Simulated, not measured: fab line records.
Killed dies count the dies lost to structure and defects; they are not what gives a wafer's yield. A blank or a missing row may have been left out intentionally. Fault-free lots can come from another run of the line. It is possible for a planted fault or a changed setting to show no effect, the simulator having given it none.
Chamber matching / flow n5 finfet / N5_BEOL_M2_ETCH_64 on rie diel-05 has 4 sister chambers
The step etches SOC in N2/H2, target depth 75 nm, overetch 22.5 nm, time 121.9 s. 14 wafers are shown with their chamber, then 7 later ones without.

WAFERS PAIRED WITH THEIR CHAMBERS
wafer=L076.1; chamber=3; drypump motor current A (A)=5.7; showerhead plenum p Torr (Torr)=2.69; throttle valve pct (%)=17.44
wafer=L076.4; chamber=0; drypump motor current A (A)=6.6; showerhead plenum p Torr (Torr)=2.50; throttle valve pct (%)=17.86
wafer=L076.5; chamber=0; drypump motor current A (A)=6.6; showerhead plenum p Torr (Torr)=2.50; throttle valve pct (%)=17.85
wafer=L084.1; chamber=0; drypump motor current A (A)=6.6; showerhead plenum p Torr (Torr)=2.50; throttle valve pct (%)=17.89
wafer=L084.5; chamber=0; drypump motor current A (A)=6.6; showerhead plenum p Torr (Torr)=2.50; throttle valve pct (%)=17.90
wafer=L084.6; chamber=3; drypump motor current A (A)=5.7; showerhead plenum p Torr (Torr)=2.68; throttle valve pct (%)=17.48
wafer=L085.2; chamber=3; drypump motor current A (A)=5.7; showerhead plenum p Torr (Torr)=2.68; throttle valve pct (%)=17.47
wafer=L085.3; chamber=1; drypump motor current A (A)=5.8; showerhead plenum p Torr (Torr)=2.67; throttle valve pct (%)=17.98
wafer=L085.4; chamber=0; drypump motor current A (A)=6.6; showerhead plenum p Torr (Torr)=2.50; throttle valve pct (%)=17.90
wafer=L089.1; chamber=1; drypump motor current A (A)=5.7; showerhead plenum p Torr (Torr)=2.66; throttle valve pct (%)=18.01
wafer=L089.2; chamber=3; drypump motor current A (A)=5.7; showerhead plenum p Torr (Torr)=2.68; throttle valve pct (%)=17.49
wafer=L089.3; chamber=2; drypump motor current A (A)=5.1; showerhead plenum p Torr (Torr)=2.62; throttle valve pct (%)=18.13
wafer=L092.1; chamber=1; drypump motor current A (A)=5.7; showerhead plenum p Torr (Torr)=2.66; throttle valve pct (%)=18.00
wafer=L092.2; chamber=2; drypump motor current A (A)=5.1; showerhead plenum p Torr (Torr)=2.62; throttle valve pct (%)=18.14

SIGNATURES (averages over the wafers above)
reading=drypump motor current A; chamber 0=6.600; chamber 1=5.733; chamber 2=5.100; chamber 3=5.700; scatter within a chamber=0.0258
reading=showerhead plenum p Torr; chamber 0=2.5000; chamber 1=2.6633; chamber 2=2.6200; chamber 3=2.6825; scatter within a chamber=0.00376
reading=throttle valve pct; chamber 0=17.8800; chamber 1=17.9967; chamber 2=18.1350; chamber 3=17.4700; scatter within a chamber=0.0203
Rule: a wafer's distance from a chamber is the root of the sum, over the readings, of the square of ((its reading less the chamber's mean) divided by the reading's scatter). If the next closest chamber is less than 2 further off than the closest, the wafer can't be placed; otherwise it belongs to the closest. How the scatter is found: for the shown wafers, subtract from each reading the mean of its chamber, square and add these, divide the total by (wafers less chambers), then take the root.

WAFERS WITH NO CHAMBER GIVEN
wafer=L092.4; drypump motor current A (A)=5.1; showerhead plenum p Torr (Torr)=2.62; throttle valve pct (%)=18.15
wafer=L096.4; drypump motor current A (A)=5.8; showerhead plenum p Torr (Torr)=2.66; throttle valve pct (%)=18.02
wafer=L096.5; drypump motor current A (A)=5.7; showerhead plenum p Torr (Torr)=2.67; throttle valve pct (%)=17.53
wafer=L096.6; drypump motor current A (A)=6.6; showerhead plenum p Torr (Torr)=2.49; throttle valve pct (%)=17.51
wafer=L097.1; drypump motor current A (A)=5.8; showerhead plenum p Torr (Torr)=2.66; throttle valve pct (%)=18.00
wafer=L097.2; drypump motor current A (A)=6.6; showerhead plenum p Torr (Torr)=2.49; throttle valve pct (%)=17.52
wafer=L097.6; drypump motor current A (A)=5.7; showerhead plenum p Torr (Torr)=2.67; throttle valve pct (%)=17.51

EACH ONE'S CHAMBER
wafer=L092.4; from the rows above=2; in truth=2
wafer=L096.4; from the rows above=1; in truth=1
wafer=L096.5; from the rows above=3; in truth=3
wafer=L096.6; from the rows above=0; in truth=0
wafer=L097.1; from the rows above=1; in truth=1
wafer=L097.2; from the rows above=0; in truth=0
wafer=L097.6; from the rows above=3; in truth=3
Placed correctly: 7 of 7. Number that these rows cannot place: 0. 0 placed wrongly.
